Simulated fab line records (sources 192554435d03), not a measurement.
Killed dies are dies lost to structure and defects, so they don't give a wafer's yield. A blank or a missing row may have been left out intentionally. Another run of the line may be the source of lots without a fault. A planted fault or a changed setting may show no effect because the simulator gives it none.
Chamber matching + flow n5-finfet + N5_BEOL_M1_ETCH_69 on rie-diel-05 has 4 sister chambers
The step etches SiARC in CF4, target depth 15.6 nm, time 26 s. 8 wafers are shown with their chamber, then 10 later ones without.

## WAFERS WITH THEIR CHAMBER
| wafer  | chamber | showerhead-plenum-p-Torr (Torr) | throttle-valve-pct (%) |
|--------|---------|---------------------------------|------------------------|
| L080.4 | 3       | 2.23                            | 15.44                  |
| L081.1 | 2       | 2.21                            | 15.98                  |
| L081.2 | 3       | 2.23                            | 15.43                  |
| L081.3 | 1       | 2.17                            | 15.54                  |
| L082.1 | 2       | 2.20                            | 15.98                  |
| L082.6 | 0       | 2.03                            | 15.85                  |
| L084.1 | 0       | 2.03                            | 15.86                  |
| L084.3 | 1       | 2.17                            | 15.58                  |

## WAFERS MISSING THEIR CHAMBER
| wafer  | showerhead-plenum-p-Torr (Torr) | throttle-valve-pct (%) |
|--------|---------------------------------|------------------------|
| L084.6 | 2.20                            | 15.99                  |
| L085.2 | 2.20                            | 15.99                  |
| L085.3 | 2.17                            | 15.56                  |
| L085.6 | 2.03                            | 15.87                  |
| L090.1 | 2.17                            | 15.58                  |
| L090.3 | 2.22                            | 15.46                  |
| L090.5 | 2.17                            | 15.55                  |
| L095.1 | 2.02                            | 15.90                  |
| L095.3 | 2.22                            | 15.48                  |
| L095.4 | 2.20                            | 16.03                  |

## WHICH CHAMBER EACH WENT THROUGH
| wafer  | from the rows above | in truth |
|--------|---------------------|----------|
| L084.6 | 2                   | 2        |
| L085.2 | 2                   | 2        |
| L085.3 | 1                   | 1        |
| L085.6 | 0                   | 0        |
| L090.1 | 1                   | 1        |
| L090.3 | 3                   | 3        |
| L090.5 | 1                   | 1        |
| L095.1 | 0                   | 0        |
| L095.3 | 3                   | 3        |
| L095.4 | 2                   | 2        |
Correctly placed: 10 of 10. Left unplaced by these rows: 0. Placed wrongly: 0.
How it was worked out, from the rows above alone: a wafer's distance from a chamber is the root of the sum, over the readings, of the square of ((its reading less the chamber's mean) divided by the reading's scatter). The wafer belongs to the nearest chamber; if the next one is less than 2 further off, it can't be placed. For every chamber, the mean is computed from those of its wafers that are shown. How the scatter is found: for the shown wafers, subtract from each reading the mean of its chamber, square and add these, divide the total by (wafers less chambers), then take the root.
